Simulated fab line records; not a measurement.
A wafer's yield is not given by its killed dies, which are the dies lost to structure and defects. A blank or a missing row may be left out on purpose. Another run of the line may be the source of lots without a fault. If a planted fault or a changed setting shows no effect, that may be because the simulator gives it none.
Which tool was responsible? :: flow nand_harc :: 7 lots with 21 wafers sampled at 3 steps, on a route of 1159 steps

== WHAT EACH GAUGE READ, for each wafer ==
NHARC_P_GATE_CD_MEAS_26: target cd 120 nm.
lot: L839
measured: day 5 00:57
on: cd_sem-03
cd_nm (nm): 119.6 120.2 119.4

lot: L841
measured: day 5 03:08
on: cd_sem-01
cd_nm (nm): 120.8 119.4 120.5

lot: L843
measured: day 5 16:11
on: cd_sem-02
cd_nm (nm): 121.0 120.2 120.3

lot: L845
measured: day 6 11:16
on: cd_sem-01
cd_nm (nm): 119.4 119.7 119.8

lot: L848
measured: day 7 05:20
on: cd_sem-01
cd_nm (nm): 120.6 121.6 121.0

lot: L853
measured: day 8 20:39
on: cd_sem-02
cd_nm (nm): 112.1 110.4 117.1

lot: L861
measured: day 10 06:02
on: cd_sem-03
cd_nm (nm): 120.7 121.4 120.5

== EACH LOT AND THE TOOL THAT RAN IT (in order: tool; ch and the chambers of the sampled wafers; start) ==
lot: L839
NHARC_P_GATE_DEP_103: pecvd-03 ch 0,1,2, day 5 00:16
NHARC_P_GATE_EXPOSE_23: arfi_scanner-01 ch 0, day 5 00:49

lot: L841
NHARC_P_GATE_DEP_103: pecvd-01 ch 0,2, day 5 02:27
NHARC_P_GATE_EXPOSE_23: arfi_scanner-02 ch 0, day 5 03:00

lot: L843
NHARC_P_GATE_DEP_103: pecvd-02 ch 0,1,2, day 5 15:26
NHARC_P_GATE_EXPOSE_23: arfi_scanner-03 ch 0, day 5 16:02

lot: L845
NHARC_P_GATE_DEP_103: pecvd-02 ch 0,2, day 6 10:35
NHARC_P_GATE_EXPOSE_23: arfi_scanner-01 ch 0, day 6 11:08

lot: L848
NHARC_P_GATE_DEP_103: pecvd-01 ch 0,1,2, day 7 04:47
NHARC_P_GATE_EXPOSE_23: arfi_scanner-02 ch 0, day 7 05:13

lot: L853
NHARC_P_GATE_DEP_103: pecvd-03 ch 0,1,2, day 8 20:06
NHARC_P_GATE_EXPOSE_23: arfi_scanner-03 ch 0, day 8 20:31

lot: L861
NHARC_P_GATE_DEP_103: pecvd-02 ch 0,1, day 10 05:23
NHARC_P_GATE_EXPOSE_23: arfi_scanner-01 ch 0, day 10 05:53
- NHARC_P_GATE_DEP_103: deposits SiON, target thk 30 nm.
- NHARC_P_GATE_EXPOSE_23: exposes mask P GATE, target cd 120 nm.

== THE ANSWER, worked out from the rows above alone ==
Rule: usual is defined by the lots themselves. Put in order of their means at a reading, lots are off if they are a third of the lots or fewer, leave a main group of 4 or more, and stand apart from it by a gap of 3 or more times the standard deviation of the main group's means; of several such gaps the widest counts. A main group is skipped when, at the precision printed for the reading in the tables above, its means are all equal. Also off: a lot with no number at a reading for which 4 or more lots have one. All remaining lots with rows at the step are treated as sound.
Off, at NHARC_P_GATE_CD_MEAS_26 on cd_nm: L853. Mean 120.3 nm and standard deviation 0.53 in the main group.
If a tool, at a process step before that reading, ran all the lots that are off and no sound lot after the first of them, it fits. Those tools and the gauges at NHARC_P_GATE_CD_MEAS_26 are tried in the same way. Can't be told from this: 3 tools fit, pecvd-03 at NHARC_P_GATE_DEP_103, arfi_scanner-03 at NHARC_P_GATE_EXPOSE_23, cd_sem-02 at NHARC_P_GATE_CD_MEAS_26.

== WHAT WAS PUT IN BY THE SIMULATOR ==
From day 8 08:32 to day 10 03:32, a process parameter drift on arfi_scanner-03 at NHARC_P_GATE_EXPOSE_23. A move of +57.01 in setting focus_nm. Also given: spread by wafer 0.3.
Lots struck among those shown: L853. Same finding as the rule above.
